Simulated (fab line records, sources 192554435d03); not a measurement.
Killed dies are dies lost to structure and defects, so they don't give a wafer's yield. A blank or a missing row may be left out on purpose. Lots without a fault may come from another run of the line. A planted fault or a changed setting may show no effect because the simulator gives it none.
Which tool did it? | flow n5_finfet | 11 lots, 33 wafers sampled, at 4 steps of a route of 1938

WHAT THE GAUGES READ, wafer by wafer
The record holds no reading of a measuring or inspecting step that can be judged against a usual standard deviation.

WHICH TOOL RAN EACH LOT (tool, then ch and the chambers of the sampled wafers, then the start)
lot  | N5_GATE_CUT_PECVD_57           | N5_PASSIVATION_PASS_ETCH_74        | N5_PASSIVATION_STRIP_48            | N5_PASSIVATION_PROBE_49
L531 | pecvd-03 ch 1,2, day 4 12:17   | rie_diel-03 ch 0,1, day 11 17:48   | rie_diel-05 ch 0,3, day 11 21:55   | prober-01, day 12 00:32
L532 | pecvd-03 ch 0,1,2, day 4 18:44 | rie_diel-01 ch 0,3, day 11 21:23   | rie_diel-06 ch 0,3, day 12 02:20   | prober-02, day 12 05:08
L533 | pecvd-04 ch 0,2, day 4 21:49   | rie_diel-01 ch 0,2, day 12 14:00   | rie_diel-05 ch 2,3, day 12 18:02   | prober-02, day 12 20:31
L534 | pecvd-04 ch 0,2, day 5 04:38   | rie_diel-02 ch 0,1,2, day 13 00:51 | rie_diel-06 ch 0,1,3, day 13 05:46 | prober-01, day 13 08:55
L538 | pecvd-04 ch 0,2, day 6 06:23   | rie_diel-02 ch 0,1,3, day 13 14:14 | rie_diel-06 ch 0,1, day 13 19:23   | prober-02, day 13 22:17
L542 | pecvd-04 ch 1,2, day 7 05:16   | rie_diel-01 ch 1,2,3, day 15 05:34 | rie_diel-06 ch 0,1, day 15 10:38   | prober-02, day 15 13:10
L543 | pecvd-04 ch 0,1,2, day 7 14:01 | rie_diel-01 ch 2,3, day 15 00:54   | rie_diel-06 ch 1,3, day 15 05:40   | prober-01, day 15 08:14
L544 | pecvd-04 ch 1,2, day 7 16:08   | rie_diel-01 ch 0,2, day 15 11:38   | rie_diel-05 ch 0,3, day 15 16:25   | prober-01, day 15 18:56
L546 | pecvd-04 ch 0,1,2, day 8 07:26 | rie_diel-01 ch 1,2, day 16 11:28   | rie_diel-04 ch 0,2,3, day 16 15:25 | prober-01, day 16 17:55
L547 | pecvd-04 ch 0,1,2, day 8 12:11 | rie_diel-03 ch 0,1,2, day 16 23:40 | rie_diel-05 ch 0,3, day 17 03:37   | prober-02, day 17 06:17
L548 | pecvd-04 ch 1,2, day 8 18:08   | rie_diel-01 ch 1,2, day 16 20:28   | rie_diel-04 ch 0,2,3, day 17 00:23 | prober-02, day 17 11:10
- N5_GATE_CUT_PECVD_57: deposits SiNx from SiH4/NH3/N2, target thk 21 nm.
- N5_PASSIVATION_PASS_ETCH_74: etches SiNx in CF4/O2, target depth 220 nm, time 110 s.
- N5_PASSIVATION_STRIP_48: strips in O2.
- N5_PASSIVATION_PROBE_49

WHAT THE TOOLS THEMSELVES READ (means of the sampled wafers that have a number; where no wafer has one, the mark that the record gives instead)
N5_GATE_CUT_PECVD_57.
lot  | tool     | heater_power_w (W) | showerhead_plenum_p_Torr (Torr) | throttle_valve_pct (%)
L531 | pecvd-03 | 804                | 5.16                            | 38.7
L532 | pecvd-03 | 829                | 5.18                            | 39.5
L533 | pecvd-04 | 772                | 5.09                            | 43.0
L534 | pecvd-04 | 798                | 5.09                            | 42.8
L538 | pecvd-04 | 758                | 5.08                            | 42.9
L542 | pecvd-04 | 778                | 5.13                            | 37.2
L543 | pecvd-04 | 760                | 5.13                            | 40.0
L544 | pecvd-04 | 760                | 5.12                            | 37.1
L546 | pecvd-04 | 758                | 5.11                            | 40.2
L547 | pecvd-04 | 749                | 5.11                            | 40.1
L548 | pecvd-04 | 764                | 5.14                            | 37.3

N5_PASSIVATION_PASS_ETCH_74.
lot  | tool        | cf4_flow_sccm (sccm) | drypump_motor_current_A (A) | oes_f_703_au (a.u.) | oes_o_777_au (a.u.) | oes_product_au (a.u.) | rf_vpp_V (V) | showerhead_plenum_p_Torr (Torr) | throttle_valve_pct (%)
L531 | rie_diel-03 | 100.2                | 5.7                         | 0.74                | 0.75                | 0.73                  | 237          | 2.15                            | 16.32
L532 | rie_diel-01 | 100.1                | 6.2                         | 0.74                | 0.75                | 0.75                  | 253          | 2.26                            | 16.09
L533 | rie_diel-01 | 100.2                | 5.7                         | 0.93                | 0.94                | 0.95                  | 249          | 2.19                            | 15.92
L534 | rie_diel-02 | 100.3                | 5.7                         | 0.71                | 0.74                | 0.73                  | 244          | 2.14                            | 16.00
L538 | rie_diel-02 | 100.0                | 5.7                         | 0.77                | 0.80                | 0.77                  | 238          | 2.22                            | 15.89
L542 | rie_diel-01 | 100.0                | 6.3                         | 0.85                | 0.86                | 0.86                  | 247          | 2.26                            | 15.94
L543 | rie_diel-01 | 100.0                | 6.3                         | 0.75                | 0.78                | 0.77                  | 258          | 2.23                            | 16.21
L544 | rie_diel-01 | 99.9                 | 5.7                         | 0.88                | 0.90                | 0.89                  | 249          | 2.18                            | 15.97
L546 | rie_diel-01 | 100.2                | 6.3                         | 0.94                | 0.91                | 0.93                  | 237          | 2.29                            | 15.69
L547 | rie_diel-03 | 100.2                | 5.6                         | 0.87                | 0.86                | 0.86                  | 235          | 2.19                            | 16.05
L548 | rie_diel-01 | 100.1                | 6.3                         | 0.93                | 0.90                | 0.92                  | 236          | 2.29                            | 15.70

N5_PASSIVATION_STRIP_48.
lot  | tool        | drypump_motor_current_A (A) | oes_product_au (a.u.) | rf_vpp_V (V) | showerhead_plenum_p_Torr (Torr) | temp_c (C) | throttle_valve_pct (%)
L531 | rie_diel-05 | 5.7                         | 0.93                  | 6.1          | 2.20                            | 60.16      | 16.57
L532 | rie_diel-06 | 6.5                         | 0.82                  | 7.7          | 2.02                            | 60.02      | 16.50
L533 | rie_diel-05 | 5.4                         | 0.85                  | 1.8          | 2.08                            | 60.10      | 16.55
L534 | rie_diel-06 | 6.4                         | 0.88                  | 5.2          | 2.04                            | 60.01      | 16.58
L538 | rie_diel-06 | 6.2                         | 0.89                  | 4.3          | 2.06                            | 60.09      | 16.62
L542 | rie_diel-06 | 6.4                         | 0.86                  | 5.4          | 2.05                            | 59.99      | 16.66
L543 | rie_diel-06 | 6.2                         | 0.85                  | 2.5          | 2.04                            | 59.99      | 16.68
L544 | rie_diel-05 | 5.6                         | 0.88                  | 4.7          | 2.11                            | 59.97      | 16.61
L546 | rie_diel-04 | 5.6                         | 0.78                  | 3.0          | 2.14                            | 59.99      | 16.58
L547 | rie_diel-05 | 5.7                         | 0.83                  | 1.8          | 2.18                            | 59.91      | 16.65
L548 | rie_diel-04 | 5.6                         | 0.75                  | 2.3          | 2.14                            | 60.00      | 16.59

N5_PASSIVATION_PROBE_49.
lot  | tool      | defect_limited_yield (%) | killed_at_M0_to_M3 | killed_at_M4_up | killed_at_contacts | killed_at_front_end | killed_at_other | killed_dies | killed_on_rim | killed_open | killed_short | sort_bin_4_leakage (%) | sort_bin_5_function (%) | sort_bin_6_memory (%) | sort_bin_8_speed (%) | sort_n_pass | sort_yield_pct (%)
L531 | prober-01 | 91.0                     | 41                 | 15              | 15                 | 34                  | 2               | 107         | 11            | 66          | 40           | 0.00                   | 4.8                     | 3.6                   | 0.03                 | 1073        | 91.0
L532 | prober-02 | 92.2                     | 28                 | 10              | 14                 | 39                  | 1               | 92          | 8             | 63          | 29           | 0.03                   | 4.5                     | 2.9                   | 0.00                 | 1087        | 92.2
L533 | prober-02 | 91.1                     | 43                 | 12              | 16                 | 30                  | 4               | 105         | 12            | 69          | 36           | 0.00                   | 5.1                     | 3.5                   | 0.00                 | 1075        | 91.1
L534 | prober-01 | 91.2                     | 38                 | 16              | 10                 | 35                  | 4               | 104         | 12            | 68          | 31           | 0.00                   | 5.1                     | 3.4                   | 0.00                 | 1076        | 91.2
L538 | prober-02 | 92.2                     | 26                 | 13              | 16                 | 34                  | 2               | 92          | 12            | 62          | 29           | 0.00                   | 4.8                     | 2.7                   | 0.11                 | 1087        | 92.1
L542 | prober-02 | 90.9                     | 40                 | 10              | 22                 | 30                  | 4               | 107         | 14            | 71          | 36           | 0.00                   | 5.2                     | 3.4                   | 0.00                 | 1073        | 90.9
L543 | prober-01 | 93.2                     | 34                 | 6               | 5                  | 29                  | 6               | 80          | 9             | 52          | 27           | 0.00                   | 3.8                     | 2.8                   | 0.00                 | 1100        | 93.2
L544 | prober-01 | 92.9                     | 24                 | 15              | 11                 | 30                  | 5               | 84          | 12            | 54          | 31           | 0.00                   | 4.4                     | 2.4                   | 0.06                 | 1095        | 92.8
L546 | prober-01 | 86.5                     | 28                 | 11              | 12                 | 108                 | 1               | 159         | 22            | 58          | 35           | 0.00                   | 8.1                     | 4.2                   | 0.00                 | 1021        | 86.5
L547 | prober-02 | 86.6                     | 31                 | 14              | 12                 | 99                  | 1               | 158         | 21            | 59          | 36           | 0.00                   | 8.2                     | 4.1                   | 0.00                 | 1022        | 86.6
L548 | prober-02 | 88.1                     | 25                 | 12              | 9                  | 92                  | 3               | 141         | 28            | 67          | 31           | 0.00                   | 7.0                     | 3.7                   | 0.00                 | 1039        | 88.1

THE ANSWER, worked out from the rows above alone
Rule: what is usual is taken from the lots themselves. Put in order of their means at a reading, lots are off if they are a third of the lots or fewer, leave a main group of 4 or more, and stand apart from it by a gap of 3 or more times the standard deviation of the main group's means; of several such gaps the widest counts. A main group whose means are all the same, to the digits that the tables above print for the reading, isn't used. A lot without any number at a reading at which 4 lots or more have one is off too. The other lots that the step has rows for count as sound. The gauges are gone through in route order, then the tools' own readings, and for those a lot's mean is taken as printed above. The first step at which some lot is off is used, and at that step the reading that is off furthest; a lot without a number counts as furthest.
Off: L546, L547, L548, at N5_PASSIVATION_PROBE_49 (killed_at_front_end). The main group: mean 33, standard deviation 3.2.
A tool fits if, at that step or a process step before it, it ran every lot that is off, and no sound lot after the first of them. One fits: pecvd-04 at N5_GATE_CUT_PECVD_57. Its last sound lot is L544 (day 7 16:08), its first lot that is off L546 (day 8 07:26): a fault that began between those two fits.

WHAT THE SIMULATOR HAD PUT IN
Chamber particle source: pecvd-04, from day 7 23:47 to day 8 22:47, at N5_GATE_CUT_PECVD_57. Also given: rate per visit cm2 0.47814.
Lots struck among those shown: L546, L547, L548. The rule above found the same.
